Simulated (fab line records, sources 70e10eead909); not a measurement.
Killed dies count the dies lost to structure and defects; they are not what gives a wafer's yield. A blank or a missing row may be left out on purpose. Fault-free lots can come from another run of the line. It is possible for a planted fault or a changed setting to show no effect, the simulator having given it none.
Chamber matching    flow nand_harc    cmp-03 running NHARC_P_CONTACT_CMP_24: 4 sister chambers
The step polishes, t overpolish 30 s, target thk 200 nm. 8 wafers are shown with their chamber, then 7 later ones without.

EACH WAFER AND ITS CHAMBER
wafer   chamber  motor_current_A (A)  overpolish_run_s (s)
L436.5  0        11.0                 30.000
L450.4  2        10.9                 30.016
L450.6  1        12.4                 29.995
L452.2  0        11.8                 30.005
L452.3  3        15.2                 29.994
L452.5  2        11.1                 29.988
L453.1  3        15.5                 29.999
L453.3  1        12.9                 29.997

WAFERS MISSING THEIR CHAMBER
wafer   motor_current_A (A)  overpolish_run_s (s)
L453.6  11.7                 30.006
L457.2  11.3                 29.991
L457.3  11.0                 30.011
L457.4  15.2                 29.990
L458.1  15.0                 29.996
L458.2  11.8                 29.990
L458.4  12.4                 30.000

CHAMBER TAKEN BY EACH
wafer   from the rows above           in truth
L453.6  can't be placed: 0 or 2 or 1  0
L457.2  can't be placed: 0 or 2       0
L457.3  can't be placed: 2 or 0       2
L457.4  3                             3
L458.1  3                             3
L458.2  can't be placed: 0 or 1 or 2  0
L458.4  1                             1
3 of 7 placed correctly. Cannot be placed on the basis of these rows: 4; the candidates contain the true chamber in 4. Number placed wrongly: 0.
How it was worked out, from the rows above alone: a wafer's distance from a chamber is the root of the sum, over the readings, of the square of ((its reading less the chamber's mean) divided by the reading's scatter). If the next closest chamber is less than 2 further off than the closest, the wafer can't be placed; otherwise it belongs to the closest. A chamber's mean is the mean of its shown wafers. How the scatter is found: for the shown wafers, subtract from each reading the mean of its chamber, square and add these, divide the total by (wafers less chambers), then take the root.
